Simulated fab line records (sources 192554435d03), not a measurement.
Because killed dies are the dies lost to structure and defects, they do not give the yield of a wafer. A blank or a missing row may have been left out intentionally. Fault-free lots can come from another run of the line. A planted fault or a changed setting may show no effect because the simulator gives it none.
What tool caused it? / flow n5 finfet / Sampling: 10 lots, 27 wafers, 4 of 1938 route steps

## WHAT EACH GAUGE READ, for each wafer
N5_BEOL_M4_RC_MEAS_101.
lot=L808; measured=day 7 21:32; on=prober-01; REXT_P (ohm.um)=100.3 101.7 101.0
lot=L809; measured=day 8 05:31; on=prober-01; REXT_P (ohm.um)=101.4 102.7 103.1
lot=L814; measured=day 9 11:20; on=prober-02; REXT_P (ohm.um)=101.2 103.3 100.5
lot=L815; measured=day 9 17:29; on=prober-01; REXT_P (ohm.um)=98.4 98.5 99.3
lot=L818; measured=day 10 11:10; on=prober-02; REXT_P (ohm.um)=101.8 101.3 103.5
lot=L819; measured=day 10 20:08; on=prober-01; REXT_P (ohm.um)=98.1 97.8 97.5
lot=L821; measured=day 11 03:14; on=prober-01; REXT_P (ohm.um)=98.2 97.1 96.9
lot=L823; measured=day 11 14:01; on=prober-02; REXT_P (ohm.um)=130.7 102.5
lot=L825; measured=day 12 10:09; on=prober-02; REXT_P (ohm.um)=128.2 98.5
lot=L827; measured=day 13 02:05; on=prober-02; REXT_P (ohm.um)=125.0 97.5

## WHICH TOOL RAN EACH LOT (tool, then ch and the chambers of the sampled wafers, then the start)
lot=L808; N5_SD_EPI_P_ETCH_47=rie diel-05 ch 0,1, day 3 07:07; N5_BEOL_M4_ANNEAL_93=pvd sputter-01, day 7 19:47; N5_BEOL_M4_SPUTTER_96=pvd sputter-01, day 7 20:08
lot=L809; N5_SD_EPI_P_ETCH_47=rie diel-05 ch 0,1, day 3 13:20; N5_BEOL_M4_ANNEAL_93=pvd sputter-03, day 8 03:50; N5_BEOL_M4_SPUTTER_96=pvd sputter-03, day 8 04:12
lot=L814; N5_SD_EPI_P_ETCH_47=rie diel-05 ch 0,2,3, day 4 18:34; N5_BEOL_M4_ANNEAL_93=pvd sputter-02, day 9 09:51; N5_BEOL_M4_SPUTTER_96=pvd sputter-02, day 9 10:13
lot=L815; N5_SD_EPI_P_ETCH_47=rie diel-05 ch 0,2,3, day 5 05:29; N5_BEOL_M4_ANNEAL_93=pvd sputter-02, day 9 15:17; N5_BEOL_M4_SPUTTER_96=pvd sputter-02, day 9 15:38
lot=L818; N5_SD_EPI_P_ETCH_47=rie diel-05 ch 2,3, day 5 19:11; N5_BEOL_M4_ANNEAL_93=pvd sputter-01, day 10 09:24; N5_BEOL_M4_SPUTTER_96=pvd sputter-01, day 10 09:46
lot=L819; N5_SD_EPI_P_ETCH_47=rie diel-05 ch 0,1,2, day 5 23:26; N5_BEOL_M4_ANNEAL_93=pvd sputter-01, day 10 18:38; N5_BEOL_M4_SPUTTER_96=pvd sputter-01, day 10 19:00
lot=L821; N5_SD_EPI_P_ETCH_47=rie diel-05 ch 1,2,3, day 6 13:25; N5_BEOL_M4_ANNEAL_93=pvd sputter-01, day 11 01:26; N5_BEOL_M4_SPUTTER_96=pvd sputter-01, day 11 01:48
lot=L823; N5_SD_EPI_P_ETCH_47=rie diel-05 ch 2,3, day 7 06:50; N5_BEOL_M4_ANNEAL_93=pvd sputter-01, day 11 12:34; N5_BEOL_M4_SPUTTER_96=pvd sputter-01, day 11 12:56
lot=L825; N5_SD_EPI_P_ETCH_47=rie diel-05 ch 1, day 7 15:50; N5_BEOL_M4_ANNEAL_93=pvd sputter-02, day 12 08:37; N5_BEOL_M4_SPUTTER_96=pvd sputter-02, day 12 09:01
lot=L827; N5_SD_EPI_P_ETCH_47=rie diel-05 ch 0,3, day 8 00:39; N5_BEOL_M4_ANNEAL_93=pvd sputter-02, day 13 00:05; N5_BEOL_M4_SPUTTER_96=pvd sputter-02, day 13 00:25
- N5_SD_EPI_P_ETCH_47: etches SiOCN in CH3F/O2, target depth 25 nm.
- N5_BEOL_M4_ANNEAL_93: time 240 s.
- N5_BEOL_M4_SPUTTER_96: material Cu, target thk 4.5 nm, time 8.29 s.

## THE ANSWER, worked out from the rows above alone
Rule: what is usual is taken from the lots themselves. The widest of any qualifying gaps counts: lots, ordered by their means at a reading, are off when they make up no more than a third of the lots, leave a main group of 4 or more, and stand apart from it by 3 or more times the standard deviation of that group's means. If all means in a main group match to the digits the tables above print for the reading, that group is not used. Also off: a lot with no number at a reading for which 4 or more lots have one. All remaining lots with rows at the step are treated as sound.
Off: at N5_BEOL_M4_RC_MEAS_101 (REXT_P), L823, L825, L827. The main group: mean 100.2 ohm.um, standard deviation 2.
A tool fits if, at a process step before that reading, it ran every lot that is off, and no sound lot after the first of them. Those tools and the gauges at N5_BEOL_M4_RC_MEAS_101 are tried in the same way. Undecided on this evidence; 2 tools fit (rie diel-05 at N5_SD_EPI_P_ETCH_47, prober-02 at N5_BEOL_M4_RC_MEAS_101).

## WHAT THE SIMULATOR HAD PUT IN
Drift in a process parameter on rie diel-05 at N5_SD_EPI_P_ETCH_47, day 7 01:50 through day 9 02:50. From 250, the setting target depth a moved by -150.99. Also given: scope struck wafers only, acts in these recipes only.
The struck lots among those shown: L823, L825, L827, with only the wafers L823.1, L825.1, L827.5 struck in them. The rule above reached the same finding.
